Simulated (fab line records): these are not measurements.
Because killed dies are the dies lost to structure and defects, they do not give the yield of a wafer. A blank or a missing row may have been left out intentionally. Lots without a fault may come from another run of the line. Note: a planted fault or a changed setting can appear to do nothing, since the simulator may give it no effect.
Chamber matching	flow n5Finfet	N5_BEOL_M11_ALD_74 on aldMetal-01 has 4 sister chambers
The step deposits TaN, target thk 2 nm, pulse time 2 s, purge time 3 s. 20 wafers are shown with their chamber, then 10 later ones without.

== WAFERS WITH THEIR CHAMBER ==
wafer	chamber	heaterPowerW (W)	susceptorTempC (C)	mfcCarrierSccm (sccm)
L075.1	0	400	275.08	1499
L075.2	3	388	274.97	1502
L075.6	2	475	274.94	1499
L080.2	3	377	274.89	1494
L080.5	1	558	275.07	1505
L080.6	2	471	275.24	1500
L078.1	1	543	274.88	1494
L078.3	2	467	275.15	1504
L078.5	2	467	275.28	1505
L079.1	2	471	274.78	1505
L079.4	1	554	274.94	1497
L079.6	3	377	275.22	1500
L084.1	3	388	274.73	1501
L084.5	1	554	275.18	1502
L084.6	3	375	274.58	1490
L085.1	2	464	275.13	1501
L085.4	0	397	275.66	1495
L085.5	3	393	274.90	1504
L088.2	0	395	274.98	1499
L088.3	2	473	275.05	1501

SIGNATURES (means of the wafers above)
reading	chamber 0	chamber 1	chamber 2	chamber 3	scatter within a chamber
heaterPowerW	397.33	552.25	469.71	383.00	5.66
susceptorTempC	275.2400	275.0175	275.0814	274.8817	0.216
mfcCarrierSccm	1497.67	1499.50	1502.14	1498.50	4.06
Rule: distance of a wafer from a chamber = root of the sum over the readings of ((wafer's reading minus chamber's mean) / reading's scatter) squared. The wafer belongs to the nearest chamber; if the next one is less than 2 further off, it can't be placed. How the scatter is found: for the shown wafers, subtract from each reading the mean of its chamber, square and add these, divide the total by (wafers less chambers), then take the root.

== WAFERS WITH NO CHAMBER GIVEN ==
wafer	heaterPowerW (W)	susceptorTempC (C)	mfcCarrierSccm (sccm)
L088.5	549	274.72	1496
L089.1	470	274.89	1499
L089.3	396	274.63	1494
L089.4	545	275.01	1499
L090.4	537	275.01	1504
L090.5	464	275.08	1497
L090.6	548	274.98	1502
L094.1	396	275.17	1504
L094.2	385	275.36	1501
L094.3	476	274.87	1499

== CHAMBER TAKEN BY EACH ==
wafer	from the rows above	in truth
L088.5	1	1
L089.1	2	2
L089.3	can't be placed: 3 or 0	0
L089.4	1	1
L090.4	1	1
L090.5	2	2
L090.6	1	1
L094.1	can't be placed: 0 or 3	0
L094.2	can't be placed: 3 or 0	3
L094.3	2	2
Correct placement for 7 of the 10. These rows do not allow placing 3 (true chamber among the candidates in 3). Wrongly placed: 0.
